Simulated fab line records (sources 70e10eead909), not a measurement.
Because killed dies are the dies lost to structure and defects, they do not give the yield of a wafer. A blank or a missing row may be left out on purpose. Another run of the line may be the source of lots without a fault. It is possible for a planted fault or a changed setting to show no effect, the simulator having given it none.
Matching of chambers    flow nand_harc    4 sister chambers for NHARC_A_STAIRCASE_STRIP_476 on rie_diel-12
The step strips in O2, time 20 s. 4 wafers are shown with their chamber, then 11 later ones without.

## WAFERS PAIRED WITH THEIR CHAMBERS
wafer   chamber  showerhead_plenum_p_Torr (Torr)
L084.6  1        3.39
L087.5  3        3.60
L087.6  2        3.60
L086.1  0        3.43

## WAFERS WITH NO CHAMBER GIVEN
wafer   showerhead_plenum_p_Torr (Torr)
L086.3  3.39
L086.4  3.60
L091.2  3.42
L091.3  3.59
L091.5  3.58
L092.2  3.38
L092.3  3.42
L092.5  3.42
L095.3  3.38
L095.4  3.58
L095.6  3.41

## WHICH CHAMBER EACH WENT THROUGH
wafer   from the rows above      in truth
L086.3  1                        1
L086.4  can't be placed: 2 or 3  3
L091.2  can't be placed: 0 or 1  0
L091.3  can't be placed: 2 or 3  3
L091.5  can't be placed: 2 or 3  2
L092.2  1                        1
L092.3  can't be placed: 0 or 1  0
L092.5  can't be placed: 0 or 1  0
L095.3  1                        1
L095.4  can't be placed: 2 or 3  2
L095.6  can't be placed: 0 or 1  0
Correct placement for 3 of the 11. Not placeable from these rows: 8 (in 8, the candidates include the true chamber). Placed wrongly: 0.
How it was worked out, from the rows above alone: a wafer's distance from a chamber is the root of the sum, over the readings, of the square of ((its reading less the chamber's mean) divided by the reading's scatter). If the next closest chamber is less than 2 further off than the closest, the wafer can't be placed; otherwise it belongs to the closest. A chamber's mean is the mean of its shown wafers. The scatter: root of mean squared gap, hidden wafer to nearest shown wafer, with one shown wafer a chamber.
